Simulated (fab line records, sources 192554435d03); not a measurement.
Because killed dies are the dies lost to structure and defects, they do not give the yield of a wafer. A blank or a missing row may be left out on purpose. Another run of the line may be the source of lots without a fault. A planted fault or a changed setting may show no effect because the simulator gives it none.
What tool caused it? | flow n5_finfet | 33 wafers from 11 lots sampled at 5 of the route's 1938 steps

## WHAT THE GAUGES READ, wafer by wafer
No reading from a measuring or inspecting step in the record can be judged against a usual standard deviation.

## EACH LOT AND THE TOOL THAT RAN IT (in order: tool; ch and the chambers of the sampled wafers; start)
lot  | N5_HKMG_FIN_CVD_62                      | N5_HKMG_FIN_ETCH_35               | N5_HKMG_FIN_COAT_85              | N5_HKMG_FIN_ETCH_67               | N5_PASSIVATION_PROBE_49
L540 | thermal_cvd_si-02 ch 0,1, day 4 13:25   | rie_diel-01 ch 0,2, day 4 15:29   | litho_track-02 ch 0, day 4 16:27 | rie_diel-01 ch 0,1,2, day 4 18:02 | -
L541 | thermal_cvd_si-01 ch 0,1, day 4 16:49   | rie_diel-03 ch 0,1,3, day 4 18:46 | litho_track-02 ch 0, day 4 19:44 | rie_diel-04 ch 1,3, day 4 20:55   | -
L542 | thermal_cvd_si-02 ch 0,1, day 4 20:55   | rie_diel-03 ch 1,2,3, day 4 22:52 | litho_track-04 ch 0, day 4 23:49 | rie_diel-04 ch 0,3, day 5 00:58   | -
L543 | thermal_cvd_si-01 ch 1,2, day 5 02:50   | rie_diel-04 ch 0,2, day 5 05:03   | litho_track-04 ch 0, day 5 06:01 | rie_diel-04 ch 0,3, day 5 07:14   | -
L544 | thermal_cvd_si-02 ch 0,2, day 5 07:12   | rie_diel-04 ch 1,2,3, day 5 09:12 | litho_track-02 ch 0, day 5 10:10 | rie_diel-04 ch 0,2,3, day 5 11:26 | -
L552 | thermal_cvd_si-01 ch 0,1,2, day 7 07:22 | rie_diel-04 ch 0,1,2, day 7 09:26 | litho_track-01 ch 0, day 7 10:24 | rie_diel-03 ch 0,1,3, day 7 11:37 | prober-02, day 17 04:59
L554 | thermal_cvd_si-01 ch 1,2, day 7 20:25   | rie_diel-03 ch 0,1,3, day 7 22:33 | litho_track-01 ch 0, day 7 23:31 | rie_diel-03 ch 1,3, day 8 00:49   | prober-01, day 17 10:12
L556 | thermal_cvd_si-01 ch 0,1, day 8 06:28   | rie_diel-04 ch 0,2, day 8 08:28   | litho_track-02 ch 0, day 8 09:25 | rie_diel-01 ch 1,2,3, day 8 10:36 | -
L559 | thermal_cvd_si-02 ch 1,2, day 9 05:29   | rie_diel-04 ch 0,1,2, day 9 07:33 | litho_track-04 ch 0, day 9 08:30 | rie_diel-01 ch 1,3, day 9 09:38   | -
L561 | thermal_cvd_si-02 ch 0,1,2, day 9 14:54 | rie_diel-03 ch 0,1,2, day 9 16:56 | litho_track-02 ch 0, day 9 17:54 | rie_diel-03 ch 0,1,2, day 9 19:15 | -
L562 | thermal_cvd_si-01 ch 1,2, day 9 18:15   | rie_diel-03 ch 0,1,3, day 9 20:53 | litho_track-02 ch 0, day 9 21:54 | rie_diel-01 ch 0,1,3, day 9 23:03 | -
- N5_HKMG_FIN_CVD_62: deposits a-Si from Si2H6, target thk 3 nm, time 20.8 s.
- N5_HKMG_FIN_ETCH_35: etches SOC in N2/H2, target depth 215.8 nm, time 243.4 s.
- N5_HKMG_FIN_COAT_85: time 60 s, resist thk 300 nm.
- N5_HKMG_FIN_ETCH_67: etches SOC in N2/H2, stops on TiN, target depth 388.9 nm.
- N5_PASSIVATION_PROBE_49

## WHAT THE TOOLS THEMSELVES READ (means of the sampled wafers that have a number; where no wafer has one, the mark that the record gives instead)
N5_HKMG_FIN_CVD_62. Usual: heater_power_w reads 1409 W (standard deviation 140).
lot  | tool              | heater_power_w (W) | flag
L540 | thermal_cvd_si-02 | 1477               |
L541 | thermal_cvd_si-01 | 1307               |
L542 | thermal_cvd_si-02 | 1440               |
L543 | thermal_cvd_si-01 | 1353               |
L544 | thermal_cvd_si-02 | 1397               |
L552 | thermal_cvd_si-01 | 1333               |
L554 | thermal_cvd_si-01 | 1380               |
L556 | thermal_cvd_si-01 | 1295               |
L559 | thermal_cvd_si-02 | 1628               |
L561 | thermal_cvd_si-02 | 1520               |
L562 | thermal_cvd_si-01 | 1319               |

N5_HKMG_FIN_ETCH_35. Usual: drypump_motor_current_A 5.52 A, standard deviation 0.27; h2_flow_sccm 200.0 sccm, standard deviation 0.6; oes_product_au 0.77 a.u., standard deviation 0.095; rf_vpp_V 141.3 V, standard deviation 1.1; showerhead_plenum_p_Torr 2.52 Torr, standard deviation 0.092; throttle_valve_pct 17.80 %, standard deviation 0.21.
lot  | tool        | drypump_motor_current_A (A) | h2_flow_sccm (sccm) | oes_product_au (a.u.) | rf_vpp_V (V) | showerhead_plenum_p_Torr (Torr) | throttle_valve_pct (%) | flag
L540 | rie_diel-01 | 5.64                        | 199.5               | 0.74                  | 140.7        | 2.50                            | 17.86                  |
L541 | rie_diel-03 | 5.71                        | 200.7               | 0.76                  | 142.4        | 2.62                            | 17.83                  |
L542 | rie_diel-03 | 5.42                        | 200.4               | 0.76                  | 141.2        | 2.54                            | 18.03                  |
L543 | rie_diel-04 | 5.49                        | 199.7               | 0.71                  | 140.6        | 2.52                            | 17.82                  |
L544 | rie_diel-04 | 5.51                        | 200.4               | 0.73                  | 140.7        | 2.50                            | 17.77                  |
L552 | rie_diel-04 | 5.63                        | 199.7               | 0.71                  | 140.8        | 2.48                            | 17.80                  |
L554 | rie_diel-03 | 5.70                        | 199.7               | 0.83                  | 142.7        | 2.60                            | 17.76                  |
L556 | rie_diel-04 | 5.51                        | 200.0               | 0.70                  | 140.9        | 2.51                            | 17.86                  |
L559 | rie_diel-04 | 5.62                        | 200.1               | 0.81                  | 141.3        | 2.48                            | 17.66                  |
L561 | rie_diel-03 | 5.55                        | 200.3               | 0.84                  | 142.4        | 2.64                            | 17.79                  |
L562 | rie_diel-03 | 5.70                        | 200.1               | 0.80                  | 142.3        | 2.60                            | 17.78                  |

N5_HKMG_FIN_COAT_85. Usual: spin_speed_rpm reads 1500.1 rpm (standard deviation 1.1).
lot  | tool           | spin_speed_rpm (rpm) | flag
L540 | litho_track-02 | 1499.1               |
L541 | litho_track-02 | 1500.0               |
L542 | litho_track-04 | 1499.2               |
L543 | litho_track-04 | 1499.0               |
L544 | litho_track-02 | 1499.3               |
L552 | litho_track-01 | 1752.3               | OFF
L554 | litho_track-01 | 1751.5               | OFF
L556 | litho_track-02 | 1499.8               |
L559 | litho_track-04 | 1499.1               |
L561 | litho_track-02 | 1500.5               |
L562 | litho_track-02 | 1500.9               |

N5_HKMG_FIN_ETCH_67. Usual: drypump_motor_current_A 5.50 A, standard deviation 0.28; h2_flow_sccm 200.1 sccm, standard deviation 0.55; oes_product_au 0.75 a.u., standard deviation 0.082; rf_vpp_V 240.6 V, standard deviation 1.5; showerhead_plenum_p_Torr 2.52 Torr, standard deviation 0.089; throttle_valve_pct 17.77 %, standard deviation 0.18.
lot  | tool        | drypump_motor_current_A (A) | h2_flow_sccm (sccm) | oes_product_au (a.u.) | rf_vpp_V (V) | showerhead_plenum_p_Torr (Torr) | throttle_valve_pct (%) | flag
L540 | rie_diel-01 | 5.59                        | 199.6               | 0.72                  | 240.4        | 2.49                            | 17.79                  |
L541 | rie_diel-04 | 5.45                        | 200.1               | 0.75                  | 239.8        | 2.52                            | 17.82                  |
L542 | rie_diel-04 | 5.44                        | 200.1               | 0.74                  | 240.3        | 2.54                            | 17.88                  |
L543 | rie_diel-04 | 5.41                        | 200.4               | 0.74                  | 241.5        | 2.54                            | 17.89                  |
L544 | rie_diel-04 | 5.38                        | 199.6               | 0.72                  | 240.7        | 2.53                            | 17.79                  |
L552 | rie_diel-03 | 5.70                        | 200.0               | 0.83                  | 242.3        | 2.61                            | 17.71                  |
L554 | rie_diel-03 | 5.70                        | 199.5               | 0.73                  | 242.1        | 2.61                            | 17.99                  |
L556 | rie_diel-01 | 5.55                        | 200.4               | 0.76                  | 239.1        | 2.43                            | 17.69                  |
L559 | rie_diel-01 | 5.52                        | 200.0               | 0.74                  | 238.8        | 2.42                            | 17.66                  |
L561 | rie_diel-03 | 5.52                        | 200.1               | 0.81                  | 241.8        | 2.64                            | 17.75                  |
L562 | rie_diel-01 | 5.42                        | 199.8               | 0.74                  | 241.2        | 2.50                            | 17.72                  |

N5_PASSIVATION_PROBE_49. Usual: killed_at_M0_to_M3 33, standard deviation 11; killed_at_M4_up 15, standard deviation 6.2; killed_at_contacts 13, standard deviation 6.5; killed_at_front_end 38, standard deviation 11; killed_at_other 3.4, standard deviation 2.6; killed_dies 102, standard deviation 17; killed_open 67, standard deviation 12; killed_short 34, standard deviation 7.9.
lot  | tool      | killed_at_M0_to_M3 | killed_at_M4_up | killed_at_contacts | killed_at_front_end | killed_at_other | killed_dies | killed_open | killed_short | flag
L552 | prober-02 | 31                 | 6               | 17                 | 58                  | 1.0             | 113         | 63          | 28           |
L554 | prober-01 | 20                 | 11              | 20                 | 50                  | 2.0             | 103         | 67          | 33           |

## THE ANSWER, worked out from the rows above alone
Rule: take the mean of a lot's wafers that have a number; if it is more than 3 standard deviations from the usual mean, the lot is off. A lot without any number at a reading at which 4 lots or more have one is off too. The other lots that the step has rows for count as sound. After the gauges, taken in route order, come the tools' own readings; for these a lot's mean is taken, as printed above. The first step at which some lot is off is used, and at that step the reading that is off furthest; a lot without a number counts as furthest.
Off: L552, L554, at N5_HKMG_FIN_COAT_85 (spin_speed_rpm).
A tool fits if, at that step or a process step before it, it ran every lot that is off, and no sound lot after the first of them. One fits: N5_HKMG_FIN_COAT_85 on litho_track-01. It ran no sound lot before its first lot that is off in this sample, so the start can't be narrowed down.
The tool's own readings at N5_HKMG_FIN_COAT_85 bear it out: on the lots that are off they differ by more than 5 times the standard deviation of the sound lots' means. spin_speed_rpm reads 1751.9 rpm there against 1499.7 rpm on the sound lots.

## WHAT WAS PUT IN BY THE SIMULATOR
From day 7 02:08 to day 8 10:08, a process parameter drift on litho_track-01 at N5_HKMG_FIN_COAT_85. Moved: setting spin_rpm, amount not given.
Shown lots that were struck: L552, L554. The rule given above showed the same thing.
